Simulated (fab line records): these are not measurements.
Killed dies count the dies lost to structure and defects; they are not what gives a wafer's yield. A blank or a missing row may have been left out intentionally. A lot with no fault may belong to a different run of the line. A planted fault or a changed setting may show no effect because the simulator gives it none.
Matching of chambers	flow nand harc	NHARC_P_GATE_DESCUM_31 on rie diel-05 has 4 sister chambers
The step chemistry O2, time 3 s. 20 wafers are shown with their chamber, then 10 later ones without.

WAFERS WITH THEIR CHAMBER
wafer	chamber	drypump motor current A (A)	oes product au (a.u.)	rf vpp V (V)
L074.3	3	6.2	1.000	58.5
L074.4	2	5.5	0.979	58.2
L074.5	0	5.8	1.010	59.1
L075.1	2	5.5	0.987	59.5
L075.2	3	6.2	1.006	58.3
L075.3	0	5.8	0.992	59.9
L075.4	2	5.5	0.981	59.3
L075.5	3	6.2	0.999	56.5
L075.6	0	5.8	1.004	58.0
L076.1	2	5.5	0.968	58.3
L076.2	0	5.8	0.997	59.8
L076.5	2	5.5	0.977	57.7
L084.1	3	6.1	1.012	57.7
L084.3	0	5.8	1.005	57.8
L084.5	2	5.5	0.998	57.8
L088.1	1	5.3	0.998	58.5
L088.4	0	5.8	0.994	58.4
L088.6	3	6.1	0.990	56.4
L093.2	3	6.2	1.003	58.2
L093.4	1	5.3	0.998	58.0

SIGNATURES (means of the wafers above)
reading	chamber 0	chamber 1	chamber 2	chamber 3	scatter within a chamber
drypump motor current A	5.800	5.300	5.500	6.167	0.0289
oes product au	1.00033	0.99800	0.98167	1.00167	0.00804
rf vpp V	58.833	58.250	58.467	57.600	0.845
Rule: for a wafer and a chamber, the distance is found by dividing, reading by reading, the gap between the wafer's reading and the chamber's mean by the reading's scatter, squaring, summing and taking the root. If the next closest chamber is less than 2 further off than the closest, the wafer can't be placed; otherwise it belongs to the closest. The scatter: take each reading less its chamber's mean, square it, sum over the shown wafers, divide by the number of wafers less the number of chambers, and take the root.

WAFERS WHOSE CHAMBER IS MISSING
wafer	drypump motor current A (A)	oes product au (a.u.)	rf vpp V (V)
L093.5	5.5	0.991	57.8
L094.1	5.5	1.004	57.1
L094.3	6.2	0.996	56.8
L094.4	5.8	0.991	58.5
L096.1	6.2	1.000	57.0
L096.3	5.5	0.991	59.0
L096.6	5.3	0.989	57.8
L097.1	5.5	1.002	57.2
L097.2	5.3	1.010	57.6
L097.5	5.3	1.022	58.4

WHICH CHAMBER EACH WENT THROUGH
wafer	from the rows above	in truth
L093.5	2	2
L094.1	2	2
L094.3	3	3
L094.4	0	0
L096.1	3	3
L096.3	2	2
L096.6	1	1
L097.1	2	2
L097.2	1	1
L097.5	1	1
Correctly placed: 10 of 10. Left unplaced by these rows: 0. Wrongly placed: 0.
